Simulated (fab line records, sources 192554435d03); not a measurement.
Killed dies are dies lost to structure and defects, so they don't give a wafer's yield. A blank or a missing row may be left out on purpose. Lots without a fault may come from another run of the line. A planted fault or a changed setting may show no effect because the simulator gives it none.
Chamber matching | flow n5_finfet | N5_BEOL_M10_ALD_74 on ald_metal-03: 4 sister chambers
The step deposits TaN, target thk 2 nm, pulse time 2 s, purge time 3 s. 4 wafers are shown with their chamber, then 12 later ones without.

WAFERS WITH THEIR CHAMBER
wafer  | chamber | heater_power_w (W)
L084.3 | 1       | 472
L085.1 | 0       | 426
L085.5 | 3       | 386
L085.6 | 2       | 444

WAFERS WITHOUT THEIR CHAMBER
wafer  | heater_power_w (W)
L090.3 | 392
L090.5 | 475
L090.6 | 438
L089.1 | 422
L089.2 | 443
L089.5 | 378
L092.2 | 474
L092.3 | 433
L092.5 | 388
L094.2 | 440
L094.3 | 390
L094.5 | 434

WHICH CHAMBER EACH WENT THROUGH
wafer  | from the rows above     | in truth
L090.3 | 3                       | 3
L090.5 | 1                       | 1
L090.6 | can't be placed: 2 or 0 | 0
L089.1 | 0                       | 0
L089.2 | 2                       | 2
L089.5 | 3                       | 3
L092.2 | 1                       | 1
L092.3 | can't be placed: 0 or 2 | 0
L092.5 | 3                       | 3
L094.2 | can't be placed: 2 or 0 | 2
L094.3 | 3                       | 3
L094.5 | can't be placed: 0 or 2 | 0
Placed correctly: 8 of 12. Can't be placed from these rows: 4 (the true chamber is among the candidates in 4). Placed wrongly: 0.
How it was worked out, from the rows above alone: a wafer's distance from a chamber is the root of the sum, over the readings, of the square of ((its reading less the chamber's mean) divided by the reading's scatter). The wafer belongs to the nearest chamber; if the next one is less than 2 further off, it can't be placed. A chamber's mean is the mean of its shown wafers. The scatter: with one shown wafer a chamber, the root of the mean of the squares of how far each hidden wafer lies from its nearest shown one.
